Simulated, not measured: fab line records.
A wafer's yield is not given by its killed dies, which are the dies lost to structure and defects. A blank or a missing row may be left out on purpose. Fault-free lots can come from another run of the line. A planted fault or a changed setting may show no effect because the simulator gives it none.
8D (eight disciplines) problem report, filled in by code || flow nandHarc || the parts of the form that need people (team, actions taken, sign-off) are left out

== 1. PROBLEM STATEMENT ==
killedAtArray at NHARC_END_SORT_01 reads a mean of 672 on 6 wafers of 2 lots; wafers without a fault read 58 with a standard deviation of 20. That puts it +31 standard deviations away from the usual mean.
Seen first at day 30 04:41 on prober-02, wafer L827.1. The record holds 15 wafers of 5 lots with a number at this step. By rule, "out" or "out of limits" means more than 4 standard deviations away from the usual mean. All remaining wafers that have a number are taken as sound.

== 2. WHAT IT IS, AND WHAT IT ISN'T ==
{"question": "which readings at this step", "is": "killedAtArray, killedDies", "is not": "killedAtPeriphery, killedOpen, killedShort"}
{"question": "which lots", "is": "L827, L828", "is not": "L814, L816, L826"}
{"question": "which wafers of those lots", "is": "all that have a number", "is not": "-"}
{"question": "read on which gauges", "is": "prober-02", "is not": "prober-01"}
{"question": "when", "is": "from day 30 04:41", "is not": "up to then (6 sound wafers); but 3 sound wafers of L826 came after"}

== 3. SUSPECTS, AND WHAT RULES EACH OUT ==
Counting: any tool at a process step up to the reading is kept as a suspect provided that every lot that is out went through it and no sound lot did after the first of them.
- the gauge at NHARC_END_SORT_01: kept. All the wafers that are out were read on prober-02, and no step on other tools shows them out.
- rieSi-04 at NHARC_A_DECK1_JOINT_ETCHBACK_07 (etches the open film in HBr, target depth 105 nm, time 26.9 s): kept. All lots that are out passed through it, beginning with L827 at day 16 23:50, and no sound lot followed; its final sound lot before that point was L816 at day 12 11:47.
- rieSi-06 at NHARC_A_DECK1_JOINT_ETCHBACK_00 (etches the open film in HBr, target depth 30 nm, time 17.4 s): kept. It ran every lot that is out, first L827 (day 17 10:29), and no sound lot after that.
rieSi-04 at NHARC_A_DECK1_JOINT_ETCHBACK_07, rieSi-06 at NHARC_A_DECK1_JOINT_ETCHBACK_00 and prober-02 at NHARC_END_SORT_01 are what is left after counting.

== 4. THE CAUSE (what the simulator had put in) ==
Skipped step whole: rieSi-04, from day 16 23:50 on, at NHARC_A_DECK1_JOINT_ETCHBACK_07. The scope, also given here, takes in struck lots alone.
Counting left 3 suspects, and this tool is among them.

== 5. SEQUENCE OF EFFECTS, ordered by route ==
Rows list readings where the struck wafers' mean (over those with a number) sits beyond 3 standard deviations from the usual. Readings are gone through only where the record gives a usual standard deviation; hours: the median, over the lots, of the time from a lot's start at the first step in this table giving one to that lot's start at this step; sigmas: the change measured in usual standard deviations.
{"hours": 0, "step": "NHARC_END_SORT_01", "reading": "killedAtArray", "usual": 58, "on struck wafers": 672, "change": "+614", "sigmas": "+31"}
{"hours": 0, "step": "NHARC_END_SORT_01", "reading": "killedDies", "usual": 63, "on struck wafers": 677, "change": "+614", "sigmas": "+31"}
Readings that are blank on the struck wafers while sound wafers have them: biasW at NHARC_A_DECK1_JOINT_ETCHBACK_07; chamberPressureMTorr at NHARC_A_DECK1_JOINT_ETCHBACK_07; drypumpMotorCurrentA at NHARC_A_DECK1_JOINT_ETCHBACK_07; oesProductAu at NHARC_A_DECK1_JOINT_ETCHBACK_07; throttleValvePct at NHARC_A_DECK1_JOINT_ETCHBACK_07.

== 6. WHAT WOULD HAVE CAUGHT IT SOONER ==
In this record the first reading out of limits at a measuring or inspecting step was taken at day 30 04:41, 317 hours after the fault began at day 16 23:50.
At NHARC_A_DECK1_JOINT_ETCHBACK_07 the tool's readings are blank on the struck wafers, where sound wafers have them: an empty tool record is the first sign, and it was there at once.
All the lots that are out (2) had begun NHARC_A_DECK1_JOINT_ETCHBACK_07 on rieSi-04 by day 30 04:41. A hold on the tool at that time would have spared none of them.
